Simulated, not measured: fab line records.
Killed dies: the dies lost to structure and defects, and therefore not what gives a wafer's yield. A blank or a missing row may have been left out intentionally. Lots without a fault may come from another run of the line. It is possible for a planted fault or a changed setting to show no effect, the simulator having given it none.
Split-lot experiment / flow n5 finfet / 21 wafers read from 7 lots, route of 1938 steps

ABOUT THE SPLIT
At N5_BEOL_M6_PECVD_70 (deposits SiO2 from TEOS/O2, target thk 20 nm, time 22.7 s), the setting temp c was moved away from the recipe's 400 C on 8 of the 21 wafers read, by -3.4% to +3.9%. This setting was run at the recipe's value on the other wafers.

FROM THE SPLIT TO THE READING: what the file shows between them, 5 steps
- N5_BEOL_M6_ETCH_66: etches SOC in N2/H2, target depth 80 nm, overetch 16 nm, time 120 s (also split here: bias w)
- N5_BEOL_M6_TRENCH_ETCH_37: etches SiCOH lowk in C4F6/O2, target depth 94.435 nm, time 31.5 s (also split here: time s)
- N5_BEOL_M6_ETCH_41: etches SiCN in CH3F/O2, target depth 29.7 nm, time 52 s
- N5_BEOL_M6_STRIP_80: strips in N2/H2, time 10 s
- N5_BEOL_M6_OCD_MEAS_38

THE READING
SiO2_of_BEOL_M6_PECVD_70.thk nm (the simulator's own value, which no gauge read), in nm, at N5_BEOL_M6_HM_STRIP_39 (strips TiN in peroxide tin strip, target depth 25 nm, time 158 s). There is no usual value for it anywhere in the file. The 13 wafers here that ran the recipe average 19.8 nm, standard deviation 0.31 nm.

wafer=L074.2; tool, chamber at the split=pecvd-02, 1; temp c as run, C=400; against the recipe=recipe; SiO2_of_BEOL_M6_PECVD_70.thk nm, nm=19.6; against lot-mates on the recipe=-
wafer=L074.4; tool, chamber at the split=pecvd-02, 0,2; temp c as run, C=400; against the recipe=recipe; SiO2_of_BEOL_M6_PECVD_70.thk nm, nm=20; against lot-mates on the recipe=-
wafer=L074.6; tool, chamber at the split=pecvd-02, 0,2; temp c as run, C=400; against the recipe=recipe; SiO2_of_BEOL_M6_PECVD_70.thk nm, nm=20; against lot-mates on the recipe=-
wafer=L075.2; tool, chamber at the split=pecvd-03, 0; temp c as run, C=386.4; against the recipe=-3.4%; SiO2_of_BEOL_M6_PECVD_70.thk nm, nm=21.4; against lot-mates on the recipe=+1.6
wafer=L075.5; tool, chamber at the split=pecvd-03, 1; temp c as run, C=386.4; against the recipe=-3.4%; SiO2_of_BEOL_M6_PECVD_70.thk nm, nm=21.6; against lot-mates on the recipe=+1.8
wafer=L075.6; tool, chamber at the split=pecvd-03, 2; temp c as run, C=400; against the recipe=recipe; SiO2_of_BEOL_M6_PECVD_70.thk nm, nm=19.8; against lot-mates on the recipe=-
wafer=L080.1; tool, chamber at the split=pecvd-04, 0; temp c as run, C=400; against the recipe=recipe; SiO2_of_BEOL_M6_PECVD_70.thk nm, nm=19.4; against lot-mates on the recipe=-
wafer=L080.4; tool, chamber at the split=pecvd-04, 0,2; temp c as run, C=400; against the recipe=recipe; SiO2_of_BEOL_M6_PECVD_70.thk nm, nm=19.8; against lot-mates on the recipe=-
wafer=L080.5; tool, chamber at the split=pecvd-04, 0,2; temp c as run, C=400; against the recipe=recipe; SiO2_of_BEOL_M6_PECVD_70.thk nm, nm=19.8; against lot-mates on the recipe=-
wafer=L086.2; tool, chamber at the split=pecvd-02, 2; temp c as run, C=388.5; against the recipe=-2.9%; SiO2_of_BEOL_M6_PECVD_70.thk nm, nm=21.2; against lot-mates on the recipe=+0.6
wafer=L086.4; tool, chamber at the split=pecvd-02, 1; temp c as run, C=388.5; against the recipe=-2.9%; SiO2_of_BEOL_M6_PECVD_70.thk nm, nm=21.6; against lot-mates on the recipe=+1.0
wafer=L086.5; tool, chamber at the split=pecvd-02, 2; temp c as run, C=400; against the recipe=recipe; SiO2_of_BEOL_M6_PECVD_70.thk nm, nm=20.6; against lot-mates on the recipe=-
wafer=L087.1; tool, chamber at the split=pecvd-02, 2; temp c as run, C=400; against the recipe=recipe; SiO2_of_BEOL_M6_PECVD_70.thk nm, nm=19.4; against lot-mates on the recipe=-
wafer=L087.2; tool, chamber at the split=pecvd-02, 0; temp c as run, C=386.8; against the recipe=-3.3%; SiO2_of_BEOL_M6_PECVD_70.thk nm, nm=21; against lot-mates on the recipe=+1.6
wafer=L087.6; tool, chamber at the split=pecvd-02, 1; temp c as run, C=386.8; against the recipe=-3.3%; SiO2_of_BEOL_M6_PECVD_70.thk nm, nm=21.4; against lot-mates on the recipe=+2.0
wafer=L095.1; tool, chamber at the split=pecvd-03, 0; temp c as run, C=400; against the recipe=recipe; SiO2_of_BEOL_M6_PECVD_70.thk nm, nm=19.4; against lot-mates on the recipe=-
wafer=L095.2; tool, chamber at the split=pecvd-03, 2,0; temp c as run, C=400; against the recipe=recipe; SiO2_of_BEOL_M6_PECVD_70.thk nm, nm=19.8; against lot-mates on the recipe=-
wafer=L095.4; tool, chamber at the split=pecvd-03, 2,0; temp c as run, C=400; against the recipe=recipe; SiO2_of_BEOL_M6_PECVD_70.thk nm, nm=19.8; against lot-mates on the recipe=-
wafer=L096.1; tool, chamber at the split=pecvd-04, 2; temp c as run, C=415.5; against the recipe=+3.9%; SiO2_of_BEOL_M6_PECVD_70.thk nm, nm=17.4; against lot-mates on the recipe=-2.6
wafer=L096.2; tool, chamber at the split=pecvd-04, 0; temp c as run, C=415.5; against the recipe=+3.9%; SiO2_of_BEOL_M6_PECVD_70.thk nm, nm=17.6; against lot-mates on the recipe=-2.4
wafer=L096.4; tool, chamber at the split=pecvd-04, 2; temp c as run, C=400; against the recipe=recipe; SiO2_of_BEOL_M6_PECVD_70.thk nm, nm=20; against lot-mates on the recipe=-
Rows listing several chambers each stand for several wafers; the file does not say which wafer went through which chamber.

THE FIT
A straight line over all 21 wafers: SiO2_of_BEOL_M6_PECVD_70.thk nm changes by -0.53 nm for each +1% of temp c; r = -0.96; the points scatter about the line by 0.31 nm.
The same after taking each lot's own level away (the mean of its wafers on the recipe; 21 wafers): -0.533 nm for each +1%; r = -0.97; scatter 0.3 nm.
Per that fit: largest temp c move, reading shift of 2.1 nm.
From 19.40 to 20.60 nm: that is the span of the lots' own levels, equal to 3.8 times the standard deviation above.
Hence the lot-to-lot level has little effect on the slope; both slopes agree.
Check: for one of the wafers moved furthest among these (+3.9%), held out of the fit, the line's prediction against its lot-mates is -2.02 nm. It came out at -2.6 nm against them.

THE OTHER SPLITS THESE WAFERS WENT THROUGH
Other splits were also applied to these wafers ahead of the reading. Each is held against what the fit with the lots' levels taken away leaves over:
other split on the same wafers=N5_BEOL_M5_EXPOSE_25 dose mj; wafers away from the commonest value=5; r with SiO2_of_BEOL_M6_PECVD_70.thk nm (lot level and that fit taken away)=-0.07
other split on the same wafers=N5_BEOL_M6_ETCH_66 bias w; wafers away from the commonest value=8; r with SiO2_of_BEOL_M6_PECVD_70.thk nm (lot level and that fit taken away)=-0.52
other split on the same wafers=N5_BEOL_M6_TRENCH_ETCH_37 time s; wafers away from the commonest value=7; r with SiO2_of_BEOL_M6_PECVD_70.thk nm (lot level and that fit taken away)=+0.14

THE WHOLE CHAIN: every reading that the file lists as answering this split, in the file's order
step=N5_BEOL_M6_PECVD_70; what it does=deposits SiO2 from TEOS/O2, target thk 20 nm, time 22.7 s; reading=SiO2_of_BEOL_M6_PECVD_70.thk nm (the simulator's own value, which no gauge read); change (the file's fit)=-0.512 nm for each +1% of the setting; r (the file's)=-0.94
step=N5_BEOL_M6_HM_STRIP_39; what it does=strips TiN in peroxide tin strip, target depth 25 nm, time 158 s; reading=SiO2_of_BEOL_M6_PECVD_70.thk nm (the simulator's own value, which no gauge read); change (the file's fit)=-0.518 nm for each +1% of the setting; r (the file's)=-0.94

FILE'S OWN FIT
SiO2_of_BEOL_M6_PECVD_70.thk nm changes by -0.518 nm for each +1% of temp c, r = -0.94.
